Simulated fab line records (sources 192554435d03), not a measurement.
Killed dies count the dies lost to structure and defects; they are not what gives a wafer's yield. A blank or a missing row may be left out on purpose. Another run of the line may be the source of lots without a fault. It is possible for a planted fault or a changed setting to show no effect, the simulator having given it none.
Which of the tools did it? | flow n5-finfet | 32 wafers from 11 lots sampled at 4 of the route's 1938 steps

## WHAT THE GAUGES SHOWED, per wafer
The record holds no reading of a measuring or inspecting step that can be judged against a usual standard deviation.

## TOOL THAT RAN EACH LOT (tool first, then ch and the chambers of the sampled wafers, then the start)
lot  | N5_BEOL_M15_DEGAS_41         | N5_MIM_BOT_DEGAS_01          | N5_MIM_BOT_ETCH_ETCH_03           | N5_PASSIVATION_PASS_ETCH_74
L958 | pvd-sputter-03, day 12 02:44 | pvd-sputter-03, day 12 09:15 | rie-metal-02 ch 0,1, day 12 11:59 | rie-diel-02 ch 0,1,3, day 12 15:08
L960 | pvd-sputter-02, day 12 23:32 | pvd-sputter-01, day 13 02:22 | rie-metal-01 ch 1, day 13 07:00   | rie-diel-02 ch 0,1, day 13 10:37
L962 | pvd-sputter-03, day 13 07:16 | pvd-sputter-03, day 13 10:08 | rie-metal-02 ch 0,1, day 13 12:40 | rie-diel-03 ch 1,3, day 13 14:09
L965 | pvd-sputter-02, day 13 19:19 | pvd-sputter-03, day 13 23:08 | rie-metal-02 ch 0,1, day 14 01:25 | rie-diel-03 ch 0,1,3, day 14 02:54
L966 | pvd-sputter-01, day 14 05:42 | pvd-sputter-03, day 14 08:27 | rie-metal-02 ch 0,1, day 14 11:05 | rie-diel-02 ch 0,2, day 14 13:06
L968 | pvd-sputter-02, day 14 13:43 | pvd-sputter-01, day 14 17:50 | rie-metal-03 ch 0,1, day 14 21:28 | rie-diel-01 ch 2,3, day 15 00:44
L970 | pvd-sputter-03, day 14 20:56 | pvd-sputter-03, day 15 00:42 | rie-metal-02 ch 0,1, day 15 03:10 | rie-diel-01 ch 0,2,3, day 15 06:28
L973 | pvd-sputter-02, day 15 06:47 | pvd-sputter-01, day 15 10:16 | rie-metal-02 ch 0,1, day 15 12:35 | rie-diel-01 ch 0,2,3, day 15 14:49
L974 | pvd-sputter-02, day 15 11:13 | pvd-sputter-02, day 15 14:04 | rie-metal-02 ch 0,1, day 15 17:47 | rie-diel-02 ch 0,1,2, day 15 21:02
L975 | pvd-sputter-03, day 16 17:51 | pvd-sputter-01, day 16 20:41 | rie-metal-03 ch 0,1, day 17 01:31 | rie-diel-02 ch 0,3, day 17 04:50
L980 | pvd-sputter-02, day 17 02:19 | pvd-sputter-02, day 17 05:25 | rie-metal-03 ch 0,1, day 17 08:03 | rie-diel-02 ch 1,2, day 17 09:45
- N5_BEOL_M15_DEGAS_41: time 60 s.
- N5_MIM_BOT_DEGAS_01: time 60 s.
- N5_MIM_BOT_ETCH_ETCH_03: etches the open film in Cl2/BCl3, target depth 12 nm.
- N5_PASSIVATION_PASS_ETCH_74: etches SiNx in CF4/O2, target depth 220 nm, time 110 s.

## AS READ BY THE TOOLS THEMSELVES (means over the sampled wafers that have a number; for cases with no such wafer, the mark the record gives instead)
N5_BEOL_M15_DEGAS_41.
lot  | tool           | heater-power-w (W)
L958 | pvd-sputter-03 | 523
L960 | pvd-sputter-02 | 440
L962 | pvd-sputter-03 | 410
L965 | pvd-sputter-02 | 459
L966 | pvd-sputter-01 | 478
L968 | pvd-sputter-02 | 473
L970 | pvd-sputter-03 | 451
L973 | pvd-sputter-02 | 489
L974 | pvd-sputter-02 | 523
L975 | pvd-sputter-03 | 483
L980 | pvd-sputter-02 | 390

N5_MIM_BOT_DEGAS_01.
lot  | tool           | heater-power-w (W)
L958 | pvd-sputter-03 | 524
L960 | pvd-sputter-01 | 452
L962 | pvd-sputter-03 | 460
L965 | pvd-sputter-03 | 529
L966 | pvd-sputter-03 | 484
L968 | pvd-sputter-01 | 455
L970 | pvd-sputter-03 | 414
L973 | pvd-sputter-01 | 452
L974 | pvd-sputter-02 | 519
L975 | pvd-sputter-01 | 446
L980 | pvd-sputter-02 | 567

N5_MIM_BOT_ETCH_ETCH_03.
lot  | tool         | drypump-motor-current-A (A) | oes-product-au (a.u.) | rf-fwd-power-W (W) | throttle-valve-pct (%)
L958 | rie-metal-02 | 6.3                         | 0.79                  | 792.1              | 27.30
L960 | rie-metal-01 | 5.5                         | 0.88                  | 791.7              | 27.32
L962 | rie-metal-02 | 6.1                         | 0.79                  | 794.6              | 27.39
L965 | rie-metal-02 | 6.1                         | 0.78                  | 795.0              | 27.38
L966 | rie-metal-02 | 6.1                         | 0.77                  | 793.7              | 27.39
L968 | rie-metal-03 | 5.6                         | 0.91                  | 793.3              | 27.47
L970 | rie-metal-02 | 6.1                         | 0.77                  | 794.6              | 27.39
L973 | rie-metal-02 | 6.1                         | 0.70                  | 666.6              | 27.39
L974 | rie-metal-02 | 6.3                         | 0.74                  | 727.5              | 27.31
L975 | rie-metal-03 | 5.4                         | 0.83                  | 796.3              | 27.44
L980 | rie-metal-03 | 5.6                         | 0.84                  | 793.0              | 27.46

N5_PASSIVATION_PASS_ETCH_74.
lot  | tool        | drypump-motor-current-A (A) | oes-product-au (a.u.) | rf-fwd-power-W (W) | rf-vpp-V (V) | showerhead-plenum-p-Torr (Torr) | throttle-valve-pct (%)
L958 | rie-diel-02 | 5.8                         | 0.77                  | 533.6              | 244          | 2.17                            | 16.2
L960 | rie-diel-02 | 5.8                         | 0.77                  | 531.9              | 236          | 2.15                            | 16.2
L962 | rie-diel-03 | 6.3                         | 0.79                  | 534.0              | 240          | 2.27                            | 16.0
L965 | rie-diel-03 | 6.1                         | 0.74                  | 534.5              | 237          | 2.25                            | 16.0
L966 | rie-diel-02 | 6.0                         | 0.78                  | 532.4              | 243          | 2.25                            | 16.0
L968 | rie-diel-01 | 6.0                         | 0.89                  | 532.0              | 242          | 2.17                            | 15.8
L970 | rie-diel-01 | 5.6                         | 0.81                  | 530.8              | 240          | 2.21                            | 16.0
L973 | rie-diel-01 | 5.6                         | 0.82                  | 530.6              | 240          | 2.21                            | 16.0
L974 | rie-diel-02 | 5.9                         | 0.75                  | 532.1              | 240          | 2.20                            | 16.1
L975 | rie-diel-02 | 5.9                         | 0.89                  | 532.1              | 251          | 2.19                            | 15.8
L980 | rie-diel-02 | 5.8                         | 0.83                  | 532.3              | 236          | 2.32                            | 16.1

## THE ANSWER, worked out from the rows above alone
Rule: the lots themselves supply what counts as usual. The widest of any qualifying gaps counts: lots, ordered by their means at a reading, are off when they make up no more than a third of the lots, leave a main group of 4 or more, and stand apart from it by 3 or more times the standard deviation of that group's means. A main group whose means are all the same, to the digits that the tables above print for the reading, isn't used. A lot without any number at a reading at which 4 lots or more have one is off too. Where the step has rows for the other lots, those lots are counted as sound. The gauges are gone through in route order, then the tools' own readings, and for those a lot's mean is taken as printed above. The first step at which some lot is off is used, and at that step the reading that is off furthest; a lot without a number counts as furthest.
Off, at N5_MIM_BOT_ETCH_ETCH_03 on rf-fwd-power-W: L973, L974. Mean 793.8 W and standard deviation 1.4 in the main group.
If a tool, at that step or one of the process steps before it, ran each lot that is off and ran no sound lot following the first of them, it fits. One candidate fits, namely rie-metal-02 at N5_MIM_BOT_ETCH_ETCH_03. A fault onset in the window from L970 (day 15 03:10, its last sound lot) to L973 (day 15 12:35, its first lot off) fits.
The tool's own readings at N5_MIM_BOT_ETCH_ETCH_03 bear it out: on the lots that are off they differ by more than 5 times the standard deviation of the sound lots' means. rf-fwd-power-W reads 697.0 W there against 793.8 W on the sound lots.

## WHAT HAD BEEN PUT IN BY THE SIMULATOR
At N5_MIM_BOT_ETCH_ETCH_03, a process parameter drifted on rie-metal-02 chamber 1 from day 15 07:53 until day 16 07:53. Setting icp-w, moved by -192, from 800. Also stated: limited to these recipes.
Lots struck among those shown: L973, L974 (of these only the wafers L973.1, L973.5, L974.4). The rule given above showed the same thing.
